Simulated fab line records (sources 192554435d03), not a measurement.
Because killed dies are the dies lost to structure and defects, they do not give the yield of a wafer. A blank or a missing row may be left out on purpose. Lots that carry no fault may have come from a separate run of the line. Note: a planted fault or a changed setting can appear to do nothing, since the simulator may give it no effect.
fab line records ; flow n5Finfet ; part 2 of 2: steps 15 to 24 of 24
record: lots: 5; wafers: 15; lastDay: 19
route steps=1938 shown BEOL_M11@1568
lots untouched by any fault: they come from a run of this same line in which no faults occurred
startH: hours from the record's first day to the start of the lot's first wafer shown ; waitH: hours since the lot's step before ; " unchanged from the row above ; L1.1+2: a row that stands for several wafers ; - value missing, or start not given ; * or withheld: withheld ; < > ~ a bound
route shown NAME@n: names a module that has steps shown in the file, with the first one's number in the route ; usual: mean/standard deviation taken from wafers without a fault ; same: alike in all rows ; chamber/n: place in a boat ; sites: the reading at each site ; _std_site: how widely they spread, as a standard deviation ; _edge_site: mean of outer sites minus mean of inner sites ; radiusMm: for every site, how far away it sits from the centre of the wafer ; mask NAME#n: copy n ; behind: the most recent tool/chamber to have shaped the wafer ; hold: the reason the lot was held/the length of the hold in hours/how it ended ; device: names the non-switching transistor (n, p or np) ; end of line: at the end of the route, the tests of the same wafers ; step lacking rows: just its recipe ; killed: count of dies lost to structure and defects at first sort (not the wafer's yield) ; map: per-die view of a wafer (x killed, . not killed, _ where there is no die)
set.NAME: the setting the step ran with; set.NAME@STEP: the setting that earlier step ran with ; model.NAME: the simulator's own value behind a step, which no gauge read
lots at selected steps of the route; one table per step, one row per wafer
services: from which hour (startH, from the record's first day; less than 0 if before it) a tool's chamber was out of use, for how many hours, and why
== steps ==
step: N5_BEOL_M11_HM_STRIP_39
recipe: chemistry: peroxideTinStrip; material: TiN; targetDepthA: 250; tempC: 50; timeS: 158
usual: tempC: 49.99/0.11
lot.wafer;tool;chamber;startH;waitH;tempC
L074.1;wetBench-01;5;253.03;0.0;50.16
L074.3;wetBench-01;4;253.03;0.0;50.05
L074.5;wetBench-01;0;253.03;0.0;50.01
L077.2;wetBench-04;2;282.35;0.0;49.99
L077.3;wetBench-04;4;282.35;0.0;49.79
L077.4;wetBench-04;0;282.35;0.0;50.19
L088.2;wetBench-01;4;357.93;0.0;49.84
L088.4;wetBench-01;3;357.93;0.0;50.03
L088.5;wetBench-01;0;357.93;0.0;49.88
L092.1;wetBench-01;2;371.23;0.0;50.07
L092.2;wetBench-01;5;371.23;0.0;49.90
L092.6;wetBench-01;7;371.23;0.0;49.84
L095.1;wetBench-04;2;397.82;0.0;49.83
L095.4;wetBench-04;6;397.82;0.0;50.12
L095.5;wetBench-04;3;397.82;0.0;50.04
step: N5_BEOL_M11_SRD_40
recipe: timeS: 30; tempC: 23; rinseLiquid: diw; dry: ipaMarangoni
usual: doSupplyPpb: 9.99/0.099; tempC: 23.00/0.11
lot.wafer;tool;chamber;startH;waitH;doSupplyPpb;tempC
L074.1;wetBench-01;5;253.08;0.0;9.99;22.95
L074.3;wetBench-01;4;253.08;0.0;9.91;23.08
L074.5;wetBench-01;0;253.08;0.0;10.06;23.06
L077.2;wetBench-04;2;282.40;0.0;9.97;22.95
L077.3;wetBench-04;4;282.40;0.0;9.85;22.90
L077.4;wetBench-04;0;282.40;0.0;10.15;22.78
L088.2;wetBench-01;4;357.98;0.0;9.98;23.07
L088.4;wetBench-01;3;357.98;0.0;10.05;23.00
L088.5;wetBench-01;0;357.98;0.0;9.88;22.77
L092.1;wetBench-01;2;371.28;0.0;10.15;22.78
L092.2;wetBench-01;5;371.28;0.0;9.83;23.07
L092.6;wetBench-01;7;371.28;0.0;10.00;23.16
L095.1;wetBench-04;2;397.87;0.0;10.14;22.95
L095.4;wetBench-04;6;397.87;0.0;10.05;22.94
L095.5;wetBench-04;3;397.87;0.0;10.10;22.99
step: N5_BEOL_M11_PRECLEAN_42
recipe: chemistry: residueRemover; timeS: 60; tempC: 40
usual: tempC: 40.02/0.12
lot.wafer;tool;chamber;startH;waitH;tempC
L074.1;wetBench-01;5;253.09;0.0;40.05
L074.3;wetBench-01;4;253.09;0.0;39.98
L074.5;wetBench-01;0;253.09;0.0;40.15
L077.2;wetBench-04;2;282.41;0.0;39.92
L077.3;wetBench-04;4;282.41;0.0;40.20
L077.4;wetBench-04;0;282.41;0.0;40.30
L088.2;wetBench-01;4;358.00;0.0;40.17
L088.4;wetBench-01;3;358.00;0.0;40.18
L088.5;wetBench-01;0;358.00;0.0;40.02
L092.1;wetBench-01;2;371.30;0.0;40.13
L092.2;wetBench-01;5;371.30;0.0;39.67
L092.6;wetBench-01;7;371.30;0.0;40.03
L095.1;wetBench-04;2;397.89;0.0;39.84
L095.4;wetBench-04;6;397.89;0.0;39.92
L095.5;wetBench-04;3;397.89;0.0;40.21
step: N5_BEOL_M11_SRD_43
recipe: timeS: 30; tempC: 23; rinseLiquid: diw; dry: ipaMarangoni
usual: doSupplyPpb: 10.00/0.11; tempC: 23.01/0.11
lot.wafer;tool;chamber;startH;waitH;doSupplyPpb;tempC
L074.1;wetBench-01;5;253.11;0.0;9.90;23.19
L074.3;wetBench-01;4;253.11;0.0;10.02;23.02
L074.5;wetBench-01;0;253.11;0.0;9.85;22.97
L077.2;wetBench-04;2;282.43;0.0;9.94;22.83
L077.3;wetBench-04;4;282.43;0.0;10.10;23.29
L077.4;wetBench-04;0;282.43;0.0;10.18;23.02
L088.2;wetBench-01;4;358.02;0.0;9.95;22.96
L088.4;wetBench-01;3;358.02;0.0;9.88;23.02
L088.5;wetBench-01;0;358.02;0.0;9.90;22.81
L092.1;wetBench-01;2;371.31;0.0;10.02;22.96
L092.2;wetBench-01;5;371.31;0.0;9.84;22.73
L092.6;wetBench-01;7;371.31;0.0;10.07;23.00
L095.1;wetBench-04;2;397.90;0.0;10.13;22.78
L095.4;wetBench-04;6;397.90;0.0;10.18;22.95
L095.5;wetBench-04;3;397.90;0.0;10.00;23.14
step: N5_BEOL_M11_CD_MEAS_35
recipe: targetCdNm: 70; polarity: opening
usual: cdNm: 70.0/0.67
lot.wafer;tool;chamber;startH;waitH;cdNm
L074.1;cdSem-01;-;253.15;0.0;69.1
L074.3;cdSem-01;-;253.15;0.0;70.6
L074.5;cdSem-01;-;253.15;0.0;69.6
L077.2;cdSem-02;-;282.48;0.0;69.7
L077.3;cdSem-02;-;282.48;0.0;70.4
L077.4;cdSem-02;-;282.48;0.0;69.7
L088.2;cdSem-02;-;358.06;0.0;70.3
L088.4;cdSem-02;-;358.06;0.0;70.5
L088.5;cdSem-02;-;358.06;0.0;69.3
L092.1;cdSem-02;-;371.36;0.0;70.0
L092.2;cdSem-02;-;371.36;0.0;70.0
L092.6;cdSem-02;-;371.36;0.0;69.9
L095.1;cdSem-01;-;397.95;0.0;69.6
L095.4;cdSem-01;-;397.95;0.0;69.4
L095.5;cdSem-01;-;397.95;0.0;70.4
step: N5_BEOL_M11_CURE_72
recipe: tempC: 370; timeS: 120; ambient: DMADMS/He; material: SiCOH_lowk
usual: lampPowerPct: 52.31/0.058; wafer_temp_C_max: 371.8/0.54
lot.wafer;tool;chamber;startH;waitH;lampPowerPct;wafer_temp_C_max
L074.1;uvCure-01;1;253.20;0.0;52.28;372.4
L074.3;uvCure-01;1;253.20;0.0;52.23;372.7
L074.5;uvCure-01;1;253.20;0.0;52.40;372.3
L077.2;uvCure-03;1;282.57;0.1;52.31;372.1
L077.3;uvCure-03;1;282.57;0.1;52.32;371.8
L077.4;uvCure-03;1;282.57;0.1;52.26;372.2
L088.2;uvCure-03;0;358.73;0.7;52.32;371.9
L088.4;uvCure-03;0;358.73;0.7;52.31;372.5
L088.5;uvCure-03;0;358.73;0.7;52.33;371.6
L092.1;uvCure-01;0;371.87;0.5;52.35;371.9
L092.2;uvCure-01;0;371.87;0.5;52.38;371.4
L092.6;uvCure-01;0;371.87;0.5;52.36;372.0
L095.1;uvCure-01;2;398.15;0.2;52.32;371.6
L095.4;uvCure-01;2;398.15;0.2;52.32;371.6
L095.5;uvCure-01;2;398.15;0.2;52.23;371.7
step: N5_BEOL_M11_DEGAS_44
recipe: ambient: vacuum; tempC: 250; timeS: 60
usual: heaterPowerW: 333/31
lot.wafer;tool;chamber;startH;waitH;heaterPowerW
L074.1;pvdSputter-03;-;253.59;0.3;286
L074.3;pvdSputter-03;-;253.59;0.3;325
L074.5;pvdSputter-03;-;253.59;0.3;321
L077.2;pvdSputter-01;-;282.89;0.3;289
L077.3;pvdSputter-01;-;282.89;0.3;336
L077.4;pvdSputter-01;-;282.89;0.3;351
L088.2;pvdSputter-01;-;359.20;0.4;293
L088.4;pvdSputter-01;-;359.20;0.4;339
L088.5;pvdSputter-01;-;359.20;0.4;286
L092.1;pvdSputter-01;-;374.49;2.5;333
L092.2;pvdSputter-01;-;374.49;2.5;331
L092.6;pvdSputter-01;-;374.49;2.5;334
L095.1;pvdSputter-03;-;399.17;0.9;318
L095.4;pvdSputter-03;-;399.17;0.9;297
L095.5;pvdSputter-03;-;399.17;0.9;325
step: N5_BEOL_M11_PRE_CLEAN_45
recipe: gas: H2/He; timeS: 30; tempC: 250
usual: heaterPowerW: 333/32
lot.wafer;tool;chamber;startH;waitH;heaterPowerW
L074.1;pvdSputter-03;-;253.63;0.0;291
L074.3;pvdSputter-03;-;253.63;0.0;327
L074.5;pvdSputter-03;-;253.63;0.0;319
L077.2;pvdSputter-01;-;282.93;0.0;279
L077.3;pvdSputter-01;-;282.93;0.0;340
L077.4;pvdSputter-01;-;282.93;0.0;347
L088.2;pvdSputter-01;-;359.24;0.0;286
L088.4;pvdSputter-01;-;359.24;0.0;328
L088.5;pvdSputter-01;-;359.24;0.0;285
L092.1;pvdSputter-01;-;374.53;0.0;339
L092.2;pvdSputter-01;-;374.53;0.0;337
L092.6;pvdSputter-01;-;374.53;0.0;337
L095.1;pvdSputter-03;-;399.21;0.0;329
L095.4;pvdSputter-03;-;399.21;0.0;294
L095.5;pvdSputter-03;-;399.21;0.0;323
step: N5_BEOL_M11_ALD_74
recipe: material: TaN; targetThkA: 20; tempC: 275; aldPrecursorFamily: PDMAT; aldCoReactant: NH3; pressureTorr: 3; carrierFlowSccm: 1500; pulseTimeS: 2; purgeTimeS: 3; coReactantPurgeTimeS: 2; coReactantPulseTimeS: 3; aldCycles: 40; precursorVesselTempC: 75; precursorVesselPressureTorr: 26.25; precursorVesselCarrierSccm: 1000
usual: heaterPowerOuterW: 233/28; heaterPowerW: 419/49; mfcCarrierSccm: 1500/4.6
lot.wafer;tool;chamber;startH;waitH;heaterPowerOuterW;heaterPowerW;mfcCarrierSccm
L074.1;aldMetal-03;2;253.69;0.0;267;500;1500
L074.3;aldMetal-03;0;253.69;0.0;210;356;1497
L074.5;aldMetal-03;1;253.69;0.0;217;399;1502
L077.2;aldMetal-02;1;282.99;0.0;211;396;1506
L077.3;aldMetal-02;0;282.99;0.0;261;442;1495
L077.4;aldMetal-02;0;282.99;0.0;255;432;1504
L088.2;aldMetal-02;1;359.30;0.0;206;378;1504
L088.4;aldMetal-02;0;359.30;0.0;248;422;1500
L088.5;aldMetal-02;3;359.30;0.0;262;477;1508
L092.1;aldMetal-04;1;374.59;0.0;242;447;1502
L092.2;aldMetal-04;2;374.59;0.0;197;353;1505
L092.6;aldMetal-04;1;374.59;0.0;242;440;1502
L095.1;aldMetal-04;3;399.27;0.0;255;457;1502
L095.4;aldMetal-04;1;399.27;0.0;246;442;1499
L095.5;aldMetal-04;3;399.27;0.0;254;463;1498
step: N5_BEOL_M11_SURFACE_TREAT_76
recipe: gas: Ar; timeS: *; ionEnergyEv: *; ionCurrentMaCm2: 0.5; pressureMtorr: *; arFlowSccm: 30
usual: pressureMtorr: *; throttleValvePct: *
lot.wafer;tool;chamber;startH;waitH;pressureMtorr;throttleValvePct
L074.1;pvdSputter-01;-;254.20;0.4;*;*
L074.3;pvdSputter-01;-;254.20;0.4;*;*
L074.5;pvdSputter-01;-;254.20;0.4;*;*
L077.2;pvdSputter-01;-;283.28;0.2;*;*
L077.3;pvdSputter-01;-;283.28;0.2;*;*
L077.4;pvdSputter-01;-;283.28;0.2;*;*
L088.2;pvdSputter-01;-;359.78;0.3;*;*
L088.4;pvdSputter-01;-;359.78;0.3;*;*
L088.5;pvdSputter-01;-;359.78;0.3;*;*
L092.1;pvdSputter-03;-;374.94;0.2;*;*
L092.2;pvdSputter-03;-;374.94;0.2;*;*
L092.6;pvdSputter-03;-;374.94;0.2;*;*
L095.1;pvdSputter-03;-;399.65;0.2;*;*
L095.4;pvdSputter-03;-;399.65;0.2;*;*
L095.5;pvdSputter-03;-;399.65;0.2;*;*
== services ==
tool;chamber;startH;hours;kind
rieDiel-02;1;229.90;7.5;repair
rieDiel-02;0;237.40;-;clean
rieDiel-02;0;237.40;-;consumableReplace:focusRing
rieDiel-02;0;237.40;18.5;scheduledDown
rieDiel-03;-;240.30;14.6;pm
aldMetal-03;-;268.29;2.8;pm
uvCure-03;-;272.43;7.5;pm
rieDiel-02;0;274.42;7.1;repair
uvCure-03;-;298.18;7.1;repair
uvCure-03;-;305.55;2.8;pm
aldMetal-04;2;311.79;21.3;repair
aldMetal-03;2;325.45;3.6;repair
rieDiel-03;2;333.39;19.1;repair
wetBench-01;-;334.77;5.5;repair
aldMetal-02;-;337.43;14.0;pm
uvCure-01;-;340.79;2.1;pm
aldMetal-03;-;342.54;8.7;pm
pvdSputter-01;-;344.74;1.6;repair
rieDiel-02;0;350.54;31.6;repair
aldMetal-03;2;366.72;6.6;repair
uvCure-03;-;372.66;0.3;repair
pvdSputter-03;-;378.22;3.7;repair
rieDiel-03;-;388.37;4.3;pm
aldMetal-02;-;393.11;0.4;repair
